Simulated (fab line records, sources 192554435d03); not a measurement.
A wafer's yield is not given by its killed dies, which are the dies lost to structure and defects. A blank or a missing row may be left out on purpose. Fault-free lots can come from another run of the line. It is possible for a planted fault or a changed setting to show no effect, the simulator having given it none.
Split-lot study | flow n5_finfet | 39 wafers read across 7 lots, on a route 1938 steps long

== SPLIT DETAILS ==
At N5_GATE_CUT_ETCH_37 (etches SOC in N2/H2, target depth 60 nm, overetch 12 nm, time 90 s), the setting bias_w was moved away from the recipe's 150 W on 18 of the 39 wafers read, by -13.1% to +10.7%. For the rest of the wafers, this setting stayed at what the recipe calls for.

The split's own step is where the reading is taken.

== THE READING ==
rf_vpp_V, in V, at N5_GATE_CUT_ETCH_37 (etches SOC in N2/H2, target depth 60 nm, overetch 12 nm, time 90 s). Typical for fault-free wafers on this fab line: 524.4 V, with standard deviation 2.4 V.

wafer  | tool, chamber at the split | bias_w as run, W | against the recipe | rf_vpp_V, V | against lot-mates on the recipe
L074.2 | rie_diel-05, 2             | 150              | recipe             | 524.1       | -
L074.4 | rie_diel-05, 1             | 150              | recipe             | 527.3       | -
L074.5 | rie_diel-05, 1             | 150              | recipe             | 526.8       | -
L076.1 | rie_diel-03, 1             | 150              | recipe             | 524.3       | -
L076.2 | rie_diel-03, 0             | 150              | recipe             | 522.5       | -
L076.3 | rie_diel-03, 3             | 138.1            | -7.9%              | 500.2       | -24.1
L076.4 | rie_diel-03, 2             | 138.1            | -7.9%              | 498.3       | -26.0
L076.5 | rie_diel-03, 2             | 150              | recipe             | 526.0       | -
L076.6 | rie_diel-03, 1             | 138.1            | -7.9%              | 495.7       | -28.6
L078.1 | rie_diel-05, 2             | 139.8            | -6.8%              | 500.7       | -21.4
L078.2 | rie_diel-05, 0             | 150              | recipe             | 520.1       | -
L078.3 | rie_diel-05, 3             | 139.8            | -6.8%              | 505.3       | -16.8
L078.4 | rie_diel-05, 1             | 150              | recipe             | 525.3       | -
L078.5 | rie_diel-05, 0             | 150              | recipe             | 520.9       | -
L078.6 | rie_diel-05, 1             | 139.8            | -6.8%              | 503.0       | -19.1
L088.1 | rie_diel-03, 0             | 150              | recipe             | 522.3       | -
L088.2 | rie_diel-03, 3             | 150              | recipe             | 526.5       | -
L088.3 | rie_diel-03, 1             | 130.4            | -13.1%             | 479.4       | -45.8
L088.4 | rie_diel-03, 1             | 130.4            | -13.1%             | 478.3       | -46.9
L088.5 | rie_diel-03, 3             | 150              | recipe             | 526.8       | -
L088.6 | rie_diel-03, 0             | 130.4            | -13.1%             | 478.7       | -46.5
L090.1 | rie_diel-05, 1             | 165.4            | +10.3%             | 557.5       | +31.9
L090.2 | rie_diel-05, 0             | 165.4            | +10.3%             | 554.3       | +28.7
L090.3 | rie_diel-05, 3             | 150              | recipe             | 527.1       | -
L090.4 | rie_diel-05, 2             | 165.4            | +10.3%             | 558.2       | +32.6
L090.5 | rie_diel-05, 1             | 150              | recipe             | 526.2       | -
L090.6 | rie_diel-05, 2             | 150              | recipe             | 523.4       | -
L093.1 | rie_diel-02, 3             | 166.1            | +10.7%             | 559.7       | +33.5
L093.2 | rie_diel-02, 0             | 150              | recipe             | 527.0       | -
L093.3 | rie_diel-02, 1             | 150              | recipe             | 525.9       | -
L093.4 | rie_diel-02, 2             | 166.1            | +10.7%             | 556.0       | +29.8
L093.5 | rie_diel-02, 0             | 150              | recipe             | 525.6       | -
L093.6 | rie_diel-02, 3             | 166.1            | +10.7%             | 560.5       | +34.3
L095.1 | rie_diel-05, 0             | 163.7            | +9.1%              | 550.3       | +26.4
L095.2 | rie_diel-05, 2             | 163.7            | +9.1%              | 552.0       | +28.1
L095.3 | rie_diel-05, 3             | 150              | recipe             | 527.6       | -
L095.4 | rie_diel-05, 0             | 150              | recipe             | 520.4       | -
L095.5 | rie_diel-05, 2             | 150              | recipe             | 523.8       | -
L095.6 | rie_diel-05, 3             | 163.7            | +9.1%              | 555.2       | +31.3

THE FIT
A straight line over all 39 wafers: rf_vpp_V changes by +3.27 V for each +1% of bias_w; r = +0.99; the points scatter about the line by 2.4 V.
The same after taking each lot's own level away (the mean of its wafers on the recipe; 39 wafers): +3.21 V for each +1%; r = +0.99; scatter 2.5 V.
Per that fit: largest bias_w move, reading shift of 42 V.
Across the lots, their own levels run from 522.10 to 526.17 V, a range of 1.7 times the standard deviation given above.
Consequently the slope shifts little with the lot-to-lot level, the two slopes agreeing.
Check: for one of the wafers moved furthest among these (-13.1%), held out of the fit, the line's prediction against its lot-mates is -42 V. It came out at -45.8 V against them.
Tool readings at the split's step, against how far the setting was moved: rf_vpp_V r = +0.99.

== ADDITIONAL SPLITS CARRIED BY THESE WAFERS ==
Other splits were also applied to these wafers ahead of the reading. Each is held against what the fit with the lots' levels taken away leaves over:
other split on the same wafers       | wafers away from the commonest value | r with rf_vpp_V (lot level and that fit taken away)
N5_SD_EPI_P_EPI_21 epi_growth_time_s | 15                                   | -0.01

== THE WHOLE CHAIN: every reading that the file lists as answering this split, in the file's order ==
step                | what it does                                                       | reading                                                                           | change (the file's fit)                | r (the file's)
N5_GATE_CUT_ETCH_37 | etches SOC in N2/H2, target depth 60 nm, overetch 12 nm, time 90 s | rf_vpp_V                                                                          | +3.21 V for each +1% of the setting    | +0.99
N5_GATE_CUT_ETCH_37 | etches SOC in N2/H2, target depth 60 nm, overetch 12 nm, time 90 s | SiARC_of_GATE_CUT_COAT_35.thk_nm (the simulator's own value, which no gauge read) | -0.0464 nm for each +1% of the setting | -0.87

== FILE'S OWN FIT ==
rf_vpp_V changes by +3.21 V for each +1% of bias_w, r = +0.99.
